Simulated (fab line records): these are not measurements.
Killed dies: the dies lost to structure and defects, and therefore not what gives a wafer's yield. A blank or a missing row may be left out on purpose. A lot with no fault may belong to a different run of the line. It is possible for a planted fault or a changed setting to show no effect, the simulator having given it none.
8D (eight disciplines) problem report, filled in by code | flow n5_finfet | the parts of the form that need people (team, actions taken, sign-off) are left out

## 1. THE ISSUE
At N5_PASSIVATION_PROBE_49, killed_at_M4_up averages 101 over 6 wafers from 2 lots, while fault-free wafers read 13, standard deviation 5.4. That is +16 standard deviations from the usual mean.
Earliest sighting: wafer L925.1 on prober-01 at day 16 12:07. Wafers with a number at this step in the record: 12, from 4 lots. Rule for "out", or "out of limits": more than 4 standard deviations from the usual mean. All remaining wafers that have a number are taken as sound.

## 2. WHAT THIS IS AND IS NOT
question                    | is                                                                                   | is not
which readings at this step | killed_at_M4_up, defect_limited_yield, killed_dies, sort_bin_5_function, sort_n_pass | killed_at_M0_to_M3, killed_at_other, killed_short
which lots                  | L925, L926                                                                           | L917, L928
which wafers of those lots  | all that have a number                                                               | -
read on which tools         | prober-01                                                                            | prober-02
when                        | from day 16 12:07                                                                    | up to then (3 sound wafers); but 3 sound wafers of L928 came after

## 3. WHAT RULES OUT EACH SUSPECT
Counting: a tool at any process step up to the reading remains a suspect when it ran all the lots that are out and ran no sound lot after the first of those.
- rie_diel-05 at N5_BEOL_M8_ETCH_66 (etches SOC in N2/H2, target depth 80 nm, overetch 16 nm, time 120 s): kept. It processed each lot that is out, first L925 at day 13 23:16, and no sound lot thereafter; up to then, the last sound lot it processed was L917 at day 11 17:33.
- prober-01 at N5_PASSIVATION_PROBE_49: kept. It processed each lot that is out, first L925 at day 16 12:07, and no sound lot thereafter; up to then, the last sound lot it processed was L917 at day 14 11:41. Its own defect_limited_yield, killed_at_M4_up, killed_dies, sort_bin_5_function, sort_n_pass readings are out on those wafers.
The count leaves prober-01 at N5_PASSIVATION_PROBE_49 and rie_diel-05 at N5_BEOL_M8_ETCH_66.

## 4. THE CAUSE (what the simulator had put in)
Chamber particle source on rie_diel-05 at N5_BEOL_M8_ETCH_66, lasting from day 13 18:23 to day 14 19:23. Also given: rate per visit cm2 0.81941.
Counting left 2 suspects, and this tool is among them.

## 5. THE CHAIN OF EFFECTS, in route order
Rows list readings where the struck wafers' mean (over those with a number) sits beyond 3 standard deviations from the usual. Only readings whose record carries a usual standard deviation are examined. hours: median over the lots of the time between each lot's start at the first step of this table that gives one and its start at this step. sigmas: the change, counted in usual standard deviations.
hours | step                    | reading              | usual  | on struck wafers | change | sigmas
0     | N5_PASSIVATION_PROBE_49 | defect_limited_yield | 91.0 % | 83.5             | -7.5   | -5.4
0     | N5_PASSIVATION_PROBE_49 | killed_at_M4_up      | 13     | 101              | +88    | +16
0     | N5_PASSIVATION_PROBE_49 | killed_dies          | 106    | 195              | +89    | +5.2
0     | N5_PASSIVATION_PROBE_49 | killed_on_rim        | 14     | 26               | +12    | +3.1
0     | N5_PASSIVATION_PROBE_49 | sort_bin_5_function  | 5.2 %  | 10.5             | +5.3   | +5.3
0     | N5_PASSIVATION_PROBE_49 | sort_n_pass          | 1074   | 982              | -92    | -5.1
0     | N5_PASSIVATION_PROBE_49 | sort_yield_pct       | 91.0 % | 83.2             | -7.8   | -4.9
It contains these process steps:
- N5_PASSIVATION_PROBE_49

## 6. HOW IT WOULD HAVE BEEN CAUGHT EARLIER
In this record the first reading out of limits was taken at day 16 12:07, 66 hours after the fault began at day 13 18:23.
Tool readings at N5_BEOL_M8_ETCH_66 with a usual standard deviation given in the record: none out on any struck wafer, hence no alarm at a limit of 4 standard deviations on them.
All the lots that are out (2) had begun N5_BEOL_M8_ETCH_66 on rie_diel-05 by day 16 12:07. None of them would have been spared by holding the tool at that moment.
